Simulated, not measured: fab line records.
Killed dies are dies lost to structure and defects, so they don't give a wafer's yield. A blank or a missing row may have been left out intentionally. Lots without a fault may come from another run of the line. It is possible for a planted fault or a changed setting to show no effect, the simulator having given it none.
fab line records	flow nandHarc
[record] lots = 6	wafers = 18	lastDay = 24
route steps=1159 shown P_CONTACT@249 P_M0@253 END@1159
lots untouched by any fault: they come from a run of this same line in which no faults occurred
startH: the number of hours between the record's first day and the start of the first shown wafer of the lot	waitH: hours from the lot's prior step to this one	" as in the row above	L1.1+2: a single row standing in for several wafers	- either no value or no given start	* or withheld: withheld	< > ~ a bound
route shown NAME@n: names a module that has steps shown in the file, with the first one's number in the route	usual: mean and standard deviation over wafers with no fault	same: alike in all rows	chamber/n: place in a boat	sites: readings site by site	_std_site: the standard deviation of these	_edge_site: the outer-site mean with the inner-site mean subtracted	radiusMm: for every site, how far away it sits from the centre of the wafer	mask NAME#n: copy n	behind: tool/chamber where the wafer was last shaped	hold: what put the lot on hold/how long, in hours/how the hold closed	device: names the non-switching transistor (n, p or np)	end of line: the tests these same wafers got at the end of their route	where a step has no rows: the recipe by itself	killed: count of dies lost to structure and defects at first sort (not the wafer's yield)	map: per-die view of a wafer (x killed, . not killed, _ where there is no die)
set.NAME: the setting that was run; set.NAME@STEP: the one run at that earlier step	model.NAME: the simulator's own value behind a step, which no gauge read
lots seen at some steps along the route; tables by step, rows by wafer
services: a tool's chamber out of use, with start hour (startH, from the record's first day; less than 0 if before it), hours out, and reason
[[steps]]
[step NHARC_P_CONTACT_CMP_24]
[recipe] tOverpolishS = 30	targetThkNm = 200
[usual] motorCurrentA = 12.2/1.3	overpolishRunS = 30.002/0.0094	timeToEndpointS = 39.8/2.7
lot.wafer	tool	chamber	startH	waitH	motorCurrentA	overpolishRunS	timeToEndpointS
L267.2	cmp-03	2	153.08	0.5	11.1	30.017	38.8
L267.4	"	3	"	"	12.2	29.997	40.9
L267.6	"	2	"	"	11.4	30.005	38.3
L268.1	cmp-01	2	153.63	0.6	13.7	29.988	40.8
L268.6	"	3	"	"	9.8	30.005	42.7
L268.5	"	0	"	"	13.9	29.998	40.1
L276.3	cmp-04	2	210.07	0.3	13.7	29.981	40.4
L276.1	"	3	"	"	12.1	29.999	41.6
L276.4	"	0	"	"	13.2	30.000	37.5
L278.2	cmp-04	1	216.22	0.5	13.2	29.996	34.2
L278.5	"	2	"	"	13.1	29.993	40.3
L278.6	"	3	"	"	12.0	30.008	42.3
L282.1	cmp-01	3	242.32	0.5	9.8	29.998	43.1
L282.4	"	0	"	"	13.9	30.015	38.7
L282.6	"	2	"	"	13.8	30.010	42.8
L281.2	cmp-03	0	242.38	0.6	11.4	29.995	41.3
L281.3	"	2	"	"	11.5	30.005	35.0
L281.6	"	0	"	"	11.1	30.008	41.5
[step NHARC_P_CONTACT_SRD_26]
[step NHARC_P_CONTACT_INSPECT_27]
[usual] rawDefectCount = 295/120
lot.wafer	tool	chamber	startH	waitH	rawDefectCount
L267.2	defectInspect-02	-	153.46	0.1	215
L267.4	"	-	"	"	268
L267.6	"	-	"	"	213
L268.1	defectInspect-01	-	153.97	0.1	551
L268.5	"	-	"	"	284
L268.6	"	-	"	"	323
L276.1	defectInspect-01	-	210.50	0.1	183
L276.3	"	-	"	"	312
L276.4	"	-	"	"	285
L278.2	defectInspect-01	-	216.54	0.1	177
L278.5	"	-	"	"	182
L278.6	"	-	"	"	353
L282.1	defectInspect-02	-	242.71	0.1	177
L282.4	"	-	"	"	138
L282.6	"	-	"	"	213
L281.2	defectInspect-01	-	242.76	0.1	535
L281.3	"	-	"	"	351
L281.6	"	-	"	"	433
[step NHARC_P_M0_DEP_00]
[recipe] targetThkA = 1500	targetThkNm = 150	tempC = withheld	pressureTorr = 5	flowSccm = 200	rfW = 600	material = SiOC
[step NHARC_P_M0_DEHYDRATE_01]
[recipe] tempC = 150	timeS = 120
[step NHARC_P_M0_HMDS_02]
[recipe] timeS = 30
[step NHARC_P_M0_COAT_33]
[recipe] tempC = 200	timeS = 65
[step NHARC_P_M0_COAT_03]
[recipe] spinRpm = 1500	resistThkNm = 90
[step NHARC_P_M0_SOFTBAKE_04]
[recipe] tempC = 105	timeS = 55
[step NHARC_P_M0_EBR_05]
[step NHARC_P_M0_EXPOSE_06]
[recipe] na = 1.35	targetCdNm = 90	doseMj = 81.28	maskId = P_M0
[step NHARC_P_M0_PEB_07]
[recipe] pebTempC = 100	pebTimeS = 65
[usual] heaterPowerTotalW = 156.6/0.42
lot.wafer	tool	chamber	startH	waitH	heaterPowerTotalW
L267.2	lithoTrack-04	0	154.41	0.1	156.4
L267.4	"	0	"	"	157.1
L267.6	"	0	"	"	156.6
L268.1	lithoTrack-01	0	154.94	0.1	156.9
L268.5	"	0	"	"	156.5
L268.6	"	0	"	"	157.0
L276.1	lithoTrack-01	0	211.32	0.1	174.4
L276.3	"	0	"	"	175.0
L276.4	"	0	"	"	174.4
L278.2	lithoTrack-01	0	217.37	0.1	174.5
L278.5	"	0	"	"	175.1
L278.6	"	0	"	"	174.3
L282.1	lithoTrack-06	0	243.53	0.1	156.6
L282.4	"	0	"	"	156.9
L282.6	"	0	"	"	157.1
L281.2	lithoTrack-04	0	243.68	0.1	156.6
L281.3	"	0	"	"	156.3
L281.6	"	0	"	"	156.9
[step NHARC_P_M0_DEVELOP_08]
[recipe] developTimeS = 35	devTempC = 23
[step NHARC_P_M0_CD_MEAS_09]
[recipe] targetCdNm = 90	landingEnergyEv = 500
[usual] cdNm = 89.8/0.81
lot.wafer	tool	chamber	startH	waitH	cdNm
L267.2	cdSem-02	0	154.49	-	89.4
L267.4	"	0	"	"	88.9
L267.6	"	0	"	"	88.6
L268.1	cdSem-01	0	155.02	-	90.2
L268.5	"	0	"	"	89.4
L268.6	"	0	"	"	89.4
L276.1	cdSem-02	0	211.40	-	81.2
L276.3	"	0	"	"	80.6
L276.4	"	0	"	"	81.4
L278.2	cdSem-02	0	217.46	-	82.8
L278.5	"	0	"	"	82.3
L278.6	"	0	"	"	82.0
L282.1	cdSem-02	0	243.61	-	90.4
L282.4	"	0	"	"	91.0
L282.6	"	0	"	"	90.9
L281.2	cdSem-03	0	243.76	-	88.6
L281.3	"	0	"	"	88.8
L281.6	"	0	"	"	89.1
[step NHARC_P_M0_OVL_MEAS_10]
[recipe] pitchNm = 180
[usual] overlayXNm = 0.2/0.9	overlayYNm = 0.1/1
lot.wafer	tool	chamber	startH	waitH	overlayXNm	overlayYNm
L267.2	overlay-01	-	154.58	-	-0.4	1.1
L267.4	"	-	"	"	-0.6	0.4
L267.6	"	-	"	"	-0.8	-0.1
L268.1	overlay-02	-	155.12	-	1.1	1.0
L268.5	"	-	"	"	0.1	1.3
L268.6	"	-	"	"	0.3	1.1
L276.1	overlay-02	-	211.49	-	0.5	-1.2
L276.3	"	-	"	"	1.6	-1.3
L276.4	"	-	"	"	0.9	-1.4
L278.2	overlay-01	-	217.54	-	-0.1	-0.4
L278.5	"	-	"	"	-0.5	0.3
L278.6	"	-	"	"	-0.6	0.1
L282.1	overlay-01	-	243.69	-	-1.1	-1.4
L282.4	"	-	"	"	-1.6	-1.0
L282.6	"	-	"	"	-1.1	-1.1
L281.2	overlay-02	-	243.85	-	-0.2	0.1
L281.3	"	-	"	"	0.1	0.1
L281.6	"	-	"	"	0.0	-0.4
[step NHARC_P_M0_INSPECT_11]
[usual] rawDefectCount = 4.3/2.6
lot.wafer	tool	chamber	startH	waitH	rawDefectCount
L267.2	defectInspect-01	-	154.63	0.1	8
L267.4	"	-	"	"	4
L267.6	"	-	"	"	19
L268.1	defectInspect-01	-	155.16	0.0	7
L268.5	"	-	"	"	5
L268.6	"	-	"	"	5
L276.1	defectInspect-01	-	211.53	0.0	1
L276.3	"	-	"	"	1
L276.4	"	-	"	"	2
L278.2	defectInspect-02	-	217.58	0.0	7
L278.5	"	-	"	"	4
L278.6	"	-	"	"	3
L282.1	defectInspect-01	-	243.73	0.0	3
L282.4	"	-	"	"	1
L282.6	"	-	"	"	9
L281.2	defectInspect-02	-	243.88	0.0	6
L281.3	"	-	"	"	1
L281.6	"	-	"	"	7
[step NHARC_P_M0_DESCUM_14]
[recipe] timeS = 3	o2FlowSccm = 200	arFlowSccm = 0	biasPowerW = 0	chemistry = O2
[usual] drypumpMotorCurrentA = 5.6/0.48	oesProductAu = 0.995/0.011	rfVppV = 57.8/0.92	showerheadPlenumPTorr = 1.93/0.07	throttleValvePct = 11.312/0.0087
lot.wafer	tool	chamber	startH	waitH	drypumpMotorCurrentA	oesProductAu	rfHoursCounterH	rfVppV	showerheadPlenumPTorr	throttleValvePct	model.P_M0.cdNm
L267.2	rieDiel-03	0	154.71	0.1	6.1	0.972	8.5	56.8	1.99	11.311	88.56
L267.4	"	1	"	"	4.7	1.009	6.6	55.5	2.05	11.298	90.12
L267.6	"	3	"	"	5.7	1.002	-	58.6	1.83	11.311	88.68
L268.1	rieDiel-03	3	155.23	0.1	5.7	1.002	9.3	58.7	1.82	11.327	90.27
L268.6	"	1	"	"	4.7	0.997	-	57.7	2.05	11.307	89.87
L268.5	"	2	"	"	5.6	0.979	-	58.3	1.87	11.317	89.54
L276.3	rieDiel-08	1	211.60	0.1	5.3	0.988	2.9	57.3	1.84	11.307	80.19
L276.1	"	2	"	"	5.1	1.008	4.4	58.1	1.92	11.312	80.7
L276.4	"	3	"	"	5.2	1.011	4.4	57.7	1.90	11.320	80.05
L278.2	rieDiel-09	3	217.65	0.1	6.3	1.023	7.0	60.1	2.03	11.320	82.93
L278.5	"	2	"	"	6.0	1.010	-	58.8	1.85	11.309	81.22
L278.6	"	3	"	"	6.3	1.021	-	60.6	2.03	11.316	82.29
L282.1	rieDiel-08	3	243.80	0.1	5.2	1.000	7.0	58.0	1.90	11.319	89.7
L282.4	"	1	"	"	5.3	0.992	5.7	56.6	1.84	11.323	90.18
L282.6	"	2	"	"	5.1	1.002	-	57.3	1.92	11.312	90.1
L281.3	rieDiel-09	0	243.95	0.1	5.2	0.980	10.6	57.5	1.95	11.302	87.58
L281.2	"	1	"	"	5.6	0.985	11.2	58.2	1.99	11.304	88.07
L281.6	"	0	"	"	5.2	0.987	-	58.8	1.95	11.317	88.36
[step NHARC_P_M0_ETCH_34]
[recipe] targetDepthA = 400	overetchA = 120	timeS = 43.94	ionEnergyEv = 200	n2FlowSccm = 150	h2FlowSccm = 150	arFlowSccm = 0	rfW = 400	biasW = 150	chemistry = N2/H2
[usual] drypumpMotorCurrentA = 5.6/0.49	oesProductAu = 0.996/0.011	rfVppV = 431.0/2.2	showerheadPlenumPTorr = 2.06/0.077	throttleValvePct = 14.170/0.0094
lot.wafer	tool	chamber	startH	waitH	drypumpMotorCurrentA	oesProductAu	rfHoursCounterH	rfVppV	showerheadPlenumPTorr	throttleValvePct
L267.2	rieDiel-03	0	154.78	0.1	6.1	0.976	8.5	431.6	2.12	14.181
L267.4	"	3	"	"	5.7	0.990	9.3	426.9	1.94	14.171
L267.6	"	1	"	"	4.7	1.009	-	433.3	2.19	14.170
L268.1	rieDiel-03	1	155.32	0.1	4.7	1.007	6.7	433.1	2.19	14.177
L268.5	"	2	"	"	5.6	0.982	-	430.9	1.99	14.187
L268.6	"	3	"	"	5.7	0.998	-	427.0	1.94	14.183
L276.4	rieDiel-08	1	211.68	0.1	5.4	0.996	2.9	427.7	1.96	14.167
L276.3	"	2	"	"	5.1	0.994	4.4	430.7	2.04	14.168
L276.1	"	3	"	"	5.2	0.998	4.4	428.7	2.02	14.189
L278.2	rieDiel-09	1	217.74	0.1	5.6	0.979	7.5	433.2	2.13	14.182
L278.6	"	3	"	"	6.3	1.010	-	431.8	2.16	14.159
L278.5	"	0	"	"	5.2	0.978	-	431.5	2.08	14.187
L282.1	rieDiel-08	3	243.89	0.1	5.2	0.991	7.0	428.8	2.02	14.180
L282.4	"	0	"	"	6.4	0.981	5.5	429.9	2.07	14.179
L282.6	"	1	"	"	5.3	0.993	-	427.5	1.96	14.156
L281.3	rieDiel-09	3	244.04	0.1	6.3	1.006	10.1	432.6	2.16	14.167
L281.2	"	1	"	"	5.7	0.985	11.2	431.4	2.13	14.171
L281.6	"	3	"	"	6.3	1.001	-	435.0	2.16	14.180
[step NHARC_P_M0_ETCH_15]
[recipe] targetDepthA = 1500	overetchA = 150	timeS = 82.5	c4f8FlowSccm = withheld	arFlowSccm = 400	rfW = 600	biasW = 300	chemistry = C4F8/Ar
[usual] oesProductAu = 0.951/0.022	rfVppV = 441.2/2.5
lot.wafer	tool	chamber	startH	waitH	oesProductAu	rfHoursCounterH	rfVppV	model.P_M0.cdNm
L267.2	rieDiel-03	1	-	-	0.930	6.7	444.7	88.04
L267.4	"	2	"	"	0.904	8.9	439.2	89.8
L267.6	"	1	"	"	0.930	-	443.6	88.17
L268.1	rieDiel-03	2	-	-	0.919	8.9	437.8	90.25
L268.6	"	2	"	"	0.919	-	438.6	90.16
L268.5	"	3	"	"	0.938	-	437.7	88.76
L276.1	rieDiel-08	0	-	-	0.936	3.6	441.8	80.01
L276.3	"	1	"	"	0.958	2.9	438.1	80.5
L276.4	"	3	"	"	0.979	4.5	439.1	79.5
L278.2	rieDiel-09	0	-	-	0.968	7.9	443.9	82.71
L278.6	"	3	"	"	0.966	-	443.0	82.54
L278.5	"	0	"	"	0.962	-	442.2	81.82
L282.4	rieDiel-08	1	-	-	0.968	5.8	439.6	90.45
L282.1	"	3	"	"	0.956	7.0	440.8	89.78
L282.6	"	1	"	"	0.977	-	438.4	89.76
L281.2	rieDiel-09	0	-	-	0.900	10.6	442.5	87.75
L281.3	"	1	"	"	0.919	11.2	443.6	87.46
L281.6	"	2	"	"	0.921	-	437.1	88.27
[step NHARC_P_M0_CD_MEAS_16]
[usual] cdNm = 89.3/1.1
lot.wafer	tool	chamber	startH	waitH	cdNm
L267.2	cdSem-03	-	154.99	-	88.2
L267.4	"	-	"	"	89.6
L267.6	"	-	"	"	88.2
L268.1	cdSem-03	-	155.52	-	90.1
L268.5	"	-	"	"	88.9
L268.6	"	-	"	"	90.0
L276.1	cdSem-02	-	211.90	-	80.0
L276.3	"	-	"	"	80.9
L276.4	"	-	"	"	79.7
L278.2	cdSem-01	-	217.94	-	82.7
L278.5	"	-	"	"	81.5
L278.6	"	-	"	"	82.6
L282.1	cdSem-02	-	244.09	-	89.6
L282.4	"	-	"	"	90.4
L282.6	"	-	"	"	89.5
L281.2	cdSem-01	-	244.25	-	87.4
L281.3	"	-	"	"	87.7
L281.6	"	-	"	"	88.3
[step NHARC_P_M0_STRIP_18]
[recipe] powerW = 1000	n2FlowSccm = 150	h2FlowSccm = 150	arFlowSccm = 0	biasW = 0	chemistry = N2/H2
[usual] drypumpMotorCurrentA = 5.6/0.46	oesProductAu = 0.994/0.011	rfVppV = 90.9/0.94	showerheadPlenumPTorr = 2.06/0.074	throttleValvePct = 14.171/0.0098
lot.wafer	tool	chamber	startH	waitH	drypumpMotorCurrentA	oesProductAu	rfHoursCounterH	rfVppV	showerheadPlenumPTorr	throttleValvePct
L267.4	rieDiel-08	2	155.08	0.1	5.0	0.998	2	91.4	2.05	14.181
L267.2	"	1	"	"	5.3	0.996	2	88.8	1.96	14.166
L267.6	"	3	"	"	5.2	0.994	-	90.9	2.02	14.164
L268.1	rieDiel-09	2	155.65	0.1	6.0	0.995	5	89.7	1.97	14.166
L268.6	"	0	"	"	5.2	0.992	-	91.7	2.08	14.177
L268.5	"	1	"	"	5.7	1.005	-	90.7	2.13	14.182
L276.1	rieDiel-09	0	211.98	0.1	5.2	0.984	8	91.3	2.08	14.173
L276.4	"	2	"	"	6.0	0.994	7	88.7	1.97	14.192
L276.3	"	3	"	"	6.3	1.021	7	90.3	2.17	14.165
L278.2	rieDiel-08	2	218.07	0.1	5.1	0.996	5	90.9	2.04	14.188
L278.5	"	0	"	"	6.3	0.981	-	91.6	2.07	14.170
L278.6	"	1	"	"	5.3	1.010	-	90.1	1.96	14.172
L282.4	rieDiel-09	3	244.18	0.1	6.3	1.018	10	91.3	2.16	14.159
L282.1	"	2	"	"	5.9	0.990	10	88.5	1.97	14.171
L282.6	"	0	"	"	5.2	0.991	-	91.5	2.08	14.172
L281.2	rieDiel-09	2	244.37	0.1	6.0	0.995	10	90.2	1.97	14.186
L281.3	"	3	"	"	6.3	1.001	10	89.1	2.16	14.163
L281.6	"	1	"	"	5.7	0.990	-	92.1	2.13	14.178
[step NHARC_END_SORT_01]
[recipe] tempC = 25
[usual] defectLimitedYield = 95.2/1.6	killedAtArray = 29/11	killedAtOther = 0.5/0.89	killedAtPeriphery = 3.3/2	killedDies = 32/11	killedOpen = 3.1/1.9	killedShort = 2.3/1.6	sort_bin_2_pct = 1.5/0.71	sort_bin_3_pct = 0.30/0.22	sort_bin_4_pct = 3.0/1.1	sortNPass = 645/11	sortRimYieldPct = 97.3/1.8	sortYieldPct = 95.2/1.6
[same] grossDies = 677	sort_bin_5_pct[%] = 0	sort_bin_6_pct[%] = 0	sort_bin_7_pct[%] = 0	sort_bin_8_pct[%] = 0	sortRimNGross = 106.00
lot.wafer	tool	chamber	startH	waitH	defectLimitedYield[%]	killedAtArray	killedAtOther	killedAtPeriphery	killedDies	killedOpen	killedShort	sort_bin_2_pct[%]	sort_bin_3_pct[%]	sort_bin_4_pct[%]	sortNPass	sortRimYieldPct[%]	sortYieldPct[%]
L267.2	prober-02	0	461.72	2.8	97.5	11	1	5	17	0	3	0.9	0.30	1.3	660	98.1	97.5
L267.4	prober-02	0	463.29	3.4	97.9	8	0	6	14	1	2	0.6	0.15	1.3	663	97.2	97.9
L267.6	prober-02	0	464.87	3.9	97.2	10	0	9	19	1	2	0.9	0.30	1.6	658	97.2	97.2
L268.1	prober-02	0	478.39	2.5	93.5	33	1	10	44	6	4	2.2	0.15	4.1	633	98.1	93.5
L268.5	prober-02	0	481.58	3.7	92.8	43	0	6	49	3	3	1.9	0.74	4.6	628	95.3	92.8
L268.6	prober-02	0	482.37	4.0	92.2	45	3	5	53	7	3	2.4	0.15	5.3	624	94.3	92.2
L276.1	prober-02	0	529.97	2.5	96.5	21	0	3	24	1	3	0.9	0.15	2.5	653	96.2	96.5
L276.3	prober-02	0	531.56	3.1	95.4	25	0	6	31	3	9	1.8	0.44	2.4	646	94.3	95.4
L276.4	prober-02	0	532.36	3.4	95.9	24	0	4	28	2	6	1.2	0	3.0	649	96.2	95.9
L278.5	prober-01	0	557.49	3.7	97.3	14	0	4	18	3	1	1.0	0	1.6	659	98.1	97.3
L278.6	prober-01	0	558.30	4.0	97.5	15	0	2	17	3	1	1.0	0.15	1.3	660	97.2	97.5
L281.2	prober-01	0	570.65	2.8	93.5	36	2	6	44	3	2	2.5	0.15	3.8	633	96.2	93.5
L281.3	prober-01	0	571.47	3.1	93.1	44	1	2	47	2	2	1.6	0	5.3	630	93.4	93.1
L281.6	prober-01	0	573.93	4.1	94.1	37	0	3	40	1	0	1.8	0.30	3.8	637	97.2	94.1
// killed by level:class
L267.2 A_CHANNEL_HOLE_D1:chamberFilmFlake=5 P_ZERO_WELL:chamberFilmFlake=3 A_CHANNEL_FILL_D1:geometricParticle:short=2 P_BONDPAD:chamberFilmFlake=2 A_CONTACT:chamberFilmFlake=2 A_SGD_CUT:geometricParticle:short=1 A_STAIRCASE:chamberFilmFlake=1 THIN_TSV:chamberFilmFlake=1
L267.4 A_CHANNEL_HOLE_D1:chamberFilmFlake=4 P_ZERO_WELL:chamberFilmFlake=3 P_BONDPAD:chamberFilmFlake=2 A_SOURCE_PLATE:geometricParticle:short=1 A_WL_FILL:geometricParticle:short=1 A_WL_FILL:geometricParticle:open=1 P_STI:chamberFilmFlake=1 A_CONTACT:chamberFilmFlake=1
L267.6 P_STI:chamberFilmFlake=4 P_ZERO_WELL:chamberFilmFlake=3 A_ZERO_WELL:chamberFilmFlake=3 A_CONTACT:chamberFilmFlake=3 A_STAIRCASE:chamberFilmFlake=2 P_M0:geometricParticle:short=1 P_M0:geometricParticle:open=1 A_CONTACT:geometricParticle:short=1
L268.1 A_CHANNEL_HOLE_D1:chamberFilmFlake=14 A_STAIRCASE:chamberFilmFlake=6 A_SLIT:chamberFilmFlake=4 A_CONTACT:geometricParticle:open=3 P_M1:geometricParticle:open=2 P_GATE:chamberFilmFlake=2 A_CONTACT:chamberFilmFlake=2 P_STI:geometricParticle:short=1
L268.5 A_CHANNEL_HOLE_D1:chamberFilmFlake=18 A_SLIT:chamberFilmFlake=9 A_STAIRCASE:chamberFilmFlake=7 A_M0:geometricParticle:open=2 P_STI:chamberFilmFlake=2 A_CHANNEL_FILL_D1:chamberFilmFlake=2 P_M2:geometricParticle:short=1 A_SOURCE_PLATE:geometricParticle:short=1
L268.6 A_CHANNEL_HOLE_D1:chamberFilmFlake=19 A_SLIT:chamberFilmFlake=8 A_WL_FILL:chamberFilmFlake=4 A_STAIRCASE:chamberFilmFlake=3 A_CONTACT:chamberFilmFlake=3 THIN_TSV:chamberFilmFlake=3 A_WL_FILL:geometricParticle:open=2 A_M0:geometricParticle:short=2
L276.1 A_CHANNEL_HOLE_D1:chamberFilmFlake=8 A_STAIRCASE:chamberFilmFlake=3 A_BLC:chamberFilmFlake=3 P_M0:areaPeb=3 A_CONTACT:chamberFilmFlake=2 A_CHANNEL_FILL_D1:geometricParticle:short=1 A_SLIT:geometricParticle:open=1 A_CONTACT:geometricParticle:short=1
L276.3 A_CHANNEL_HOLE_D1:chamberFilmFlake=6 A_CONTACT:chamberFilmFlake=5 P_M0:geometricParticle:short=3 A_WL_FILL:geometricParticle:short=2 A_STAIRCASE:chamberFilmFlake=2 A_BLC:chamberFilmFlake=2 P_M0:areaPeb=2 P_GATE:geometricParticle:short=1
L276.4 A_BLC:chamberFilmFlake=7 A_CHANNEL_HOLE_D1:chamberFilmFlake=6 A_WL_FILL:geometricParticle:short=3 A_CONTACT:chamberFilmFlake=3 A_WL_FILL:chamberFilmFlake=2 P_GATE:geometricParticle:short=1 P_GATE:geometricParticle:open=1 P_M0:geometricParticle:short=1
L278.5 A_CHANNEL_HOLE_D1:chamberFilmFlake=5 A_WL_FILL:geometricParticle:open=2 P_STI:chamberFilmFlake=2 A_M1:chamberFilmFlake=2 A_ONON_D1:geometricParticle:short=1 A_CHANNEL_FILL_D1:geometricParticle:open=1 P_GATE:chamberFilmFlake=1 A_CHANNEL_FILL_D1:chamberFilmFlake=1
L278.6 A_CHANNEL_HOLE_D1:chamberFilmFlake=7 A_STAIRCASE:chamberFilmFlake=2 A_SOURCE_PLATE:geometricParticle:open=1 A_WL_FILL:geometricParticle:short=1 A_CONTACT:geometricParticle:open=1 A_M1:geometricParticle:open=1 P_GATE:chamberFilmFlake=1 A_CONTACT:chamberFilmFlake=1
L281.2 A_SLIT:chamberFilmFlake=20 A_CHANNEL_HOLE_D1:chamberFilmFlake=5 P_GATE:chamberFilmFlake=3 A_WL_FILL:chamberFilmFlake=3 A_CONTACT:chamberFilmFlake=2 A_STAIRCASE:chamberFilmFlake=2 A_BLC:chamberFilmFlake=2 P_CONTACT:geometricParticle:open=1
L281.3 A_SLIT:chamberFilmFlake=20 A_CHANNEL_HOLE_D1:chamberFilmFlake=8 A_STAIRCASE:chamberFilmFlake=5 A_BLC:chamberFilmFlake=4 A_CONTACT:chamberFilmFlake=3 P_CONTACT:geometricParticle:open=1 A_CHANNEL_FILL_D1:geometricParticle:open=1 A_CHANNEL_FILL_D1:geometricParticle:short=1
L281.6 A_SLIT:chamberFilmFlake=19 A_CONTACT:chamberFilmFlake=7 A_CHANNEL_HOLE_D1:chamberFilmFlake=4 P_GATE:chamberFilmFlake=3 A_WL_FILL:chamberFilmFlake=3 A_STAIRCASE:chamberFilmFlake=2 A_CHANNEL_FILL_D1:geometricParticle:open=1 A_BLC:chamberFilmFlake=1
[[services]]
tool	chamber	startH	hours	kind
rieDiel-09	0	135.14	-	clean
rieDiel-09	1	135.14	-	clean
rieDiel-09	2	135.14	-	clean
rieDiel-09	3	135.14	-	clean
cmp-04	-	136.58	0.3	repair
lithoTrack-04	-	141.00	7.0	pm
rieDiel-03	1	143.47	8.0	repair
rieDiel-09	1	153.32	1.7	repair
cmp-04	-	155.91	4.0	repair
cmp-03	-	157.70	4.0	pm
rieDiel-09	0	159.64	-	clean
rieDiel-09	1	159.64	-	clean
rieDiel-09	2	159.64	-	clean
rieDiel-03	1	171.90	6.8	repair
cmp-03	-	175.02	2.9	repair
cmp-01	-	179.63	4.0	pm
rieDiel-08	1	185.84	6.1	repair
cmp-03	-	189.99	1.3	repair
cmp-04	-	203.00	4.0	pm
rieDiel-03	-	215.30	9.0	pm
rieDiel-08	0	222.52	1.3	repair
rieDiel-09	0	226.36	5.7	repair
cmp-03	-	235.58	1.7	repair
rieDiel-08	0	236.89	2.9	repair
[[key]]
[firstSign] step = NHARC_P_M0_PEB_07	reading = heaterPowerTotalW	direction = up	sigmas = 43	usual = *	struck = *
[effect] step = NHARC_P_M0_CD_MEAS_09	reading = cdNm	direction = down	sigmas = 9.9	usual = 89.8	struck = 81.7
[effect] step = NHARC_P_M0_CD_MEAS_16	reading = cdNm	direction = down	sigmas = 7.6	usual = 89.3	struck = 81.2
[modelEffect] step = NHARC_P_M0_DESCUM_14	value = P_M0.cdNm	without = 88.63	struck = 81.23
[modelEffect] step = NHARC_P_M0_ETCH_15	value = P_M0.cdNm	without = 88.58	struck = 81.18
metAt NHARC_P_M0_PEB_07
struckWafers L276.1,L276.3,L276.4,L278.2,L278.5,L278.6
onsetBetween 154.94 211.32
[fault] kind = processParameterDrift	tool = lithoTrack-01	chamber = -	onsetH = 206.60	steps = NHARC_P_M0_PEB_07	channel = pebTimeS	offset = *	shape = step	endH = 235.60	actsIn = *	stated = *
